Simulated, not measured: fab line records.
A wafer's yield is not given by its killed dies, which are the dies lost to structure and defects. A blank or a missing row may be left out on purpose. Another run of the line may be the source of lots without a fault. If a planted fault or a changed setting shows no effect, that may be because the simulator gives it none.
Chamber matching    flow n5_finfet    N5_HKMG_FIN_ETCH_58 on rie_diel-04: 4 sister chambers
The step etches SOC in N2/H2, target depth 215.8 nm, time 741 s. 8 wafers are shown with their chamber, then 7 later ones without.

WAFERS, EACH WITH ITS CHAMBER
wafer   chamber  showerhead_plenum_p_Torr (Torr)  throttle_valve_pct (%)
L074.3  0        2.50                             17.45
L074.6  3        2.64                             17.79
L075.1  3        2.64                             17.80
L076.5  2        2.51                             17.83
L077.2  2        2.51                             17.82
L077.6  1        2.61                             17.53
L085.3  0        2.49                             17.49
L085.5  1        2.61                             17.56

WAFERS MISSING THEIR CHAMBER
wafer   showerhead_plenum_p_Torr (Torr)  throttle_valve_pct (%)
L085.6  2.50                             17.84
L086.1  2.63                             17.81
L086.3  2.60                             17.56
L086.4  2.49                             17.48
L088.1  2.62                             17.80
L088.3  2.49                             17.49
L088.4  2.60                             17.55

EACH ONE'S CHAMBER
wafer   from the rows above  in truth
L085.6  2                    2
L086.1  3                    3
L086.3  1                    1
L086.4  0                    0
L088.1  3                    3
L088.3  0                    0
L088.4  1                    1
Correct placement for 7 of the 7. Left unplaced by these rows: 0. 0 placed wrongly.
How it was worked out, from the rows above alone: a wafer's distance from a chamber is the root of the sum, over the readings, of the square of ((its reading less the chamber's mean) divided by the reading's scatter). The wafer belongs to the nearest chamber; if the next one is less than 2 further off, it can't be placed. For every chamber, the mean is computed from those of its wafers that are shown. The scatter: take each reading less its chamber's mean, square it, sum over the shown wafers, divide by the number of wafers less the number of chambers, and take the root.
